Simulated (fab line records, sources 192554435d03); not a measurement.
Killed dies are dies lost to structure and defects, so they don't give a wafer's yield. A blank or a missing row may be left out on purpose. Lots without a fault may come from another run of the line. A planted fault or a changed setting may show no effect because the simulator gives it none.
One fault seen from 2 desks | flow n5_finfet | each desk has only its own numbers; what lay behind them comes last

THE TOOL OWNER'S DESK: rie_si-02
The tool's own readings at N5_FIN_CUT_CUT_ETCH_15 (etches Si in HBr/Cl2/O2, target depth 100 nm, bt time 10 s, time 42.4 s): means of the sampled wafers that have a number, for each lot that ran on this tool. A lot is out of limits, marked OUT, if its mean lies more than 4 standard deviations from the usual mean; the brackets give that distance.
Columns: A = drypump_motor_current_A at N5_FIN_CUT_CUT_ETCH_15, usual 6.0 A; B = oes_product_au at N5_FIN_CUT_CUT_ETCH_15, usual 0.995 a.u.; C = throttle_valve_pct at N5_FIN_CUT_CUT_ETCH_15, usual 37.2 %
lot  | first seen here | A   | B     | C
L442 | day 3 23:23     | 6.5 | 1.003 | 37.0
L444 | day 4 11:01     | 6.1 | 1.001 | 37.1
L449 | day 5 16:12     | 6.3 | 0.998 | 37.1
L456 | day 7 10:27     | 6.3 | 0.984 | 37.1
This desk's finding: nothing out of limits on any of the 4 lots.

THE METROLOGY DESK
What the gauges read, lot by lot, whatever tool the lot ran on: means of the sampled wafers that have a number. A lot is out of limits, marked OUT, if its mean lies more than 4 standard deviations from the usual mean; the brackets give that distance. Of its 11 readings 7 are shown: those that lie furthest out on some lot.
Columns: A = thk_nm at N5_STI_FIN_REVEAL_THK_MEAS_05, usual 132.2 nm; B = DIBL_N at N5_BEOL_M4_RC_MEAS_101, usual 35.9 mV/V; C = ION_N at N5_BEOL_M4_RC_MEAS_101, usual 672 uA/um; D = ION_P at N5_BEOL_M4_RC_MEAS_101, usual 461 uA/um; E = SS_N at N5_BEOL_M4_RC_MEAS_101, usual 71.4 mV/dec; F = VT_N at N5_BEOL_M4_RC_MEAS_101, usual 249.3 mV; G = VT_P at N5_BEOL_M4_RC_MEAS_101, usual -250 mV
lot  | first seen here | A     | B    | C   | D   | E    | F     | G
L439 | day 3 16:22     | 131.7 | 35.5 | 678 | 461 | 71.8 | 248.2 | -252
L442 | day 4 05:05     | 132.9 | 36.1 | 673 | 468 | 71.1 | 249.6 | -248
L443 | day 4 10:49     | 132.7 | 35.9 | 680 | 459 | 70.8 | 249.0 | -254
L444 | day 4 16:43     | 131.0 | 35.8 | 666 | 458 | 71.1 | 251.6 | -251
L445 | day 4 21:48     | 131.7 | 34.6 | 660 | 457 | 70.9 | 250.7 | -249
L446 | day 5 07:05     | 133.2 | 35.0 | 666 | 452 | 70.9 | 252.5 | -256
L447 | day 5 11:22     | 131.8 | 36.7 | 683 | 464 | 71.8 | 246.0 | -250
L449 | day 5 22:03     | 132.5 | 35.7 | 683 | 471 | 71.6 | 247.0 | -246
L456 | day 7 16:10     | 133.3 | 37.7 | 677 | 465 | 71.5 | 248.6 | -250
This desk's finding: nothing out of limits on any of the 9 lots.

PUT TOGETHER
The tool owner's desk saw nothing out of limits.
The metrology desk saw nothing out of limits.

WHAT THE SIMULATOR HAD PUT IN
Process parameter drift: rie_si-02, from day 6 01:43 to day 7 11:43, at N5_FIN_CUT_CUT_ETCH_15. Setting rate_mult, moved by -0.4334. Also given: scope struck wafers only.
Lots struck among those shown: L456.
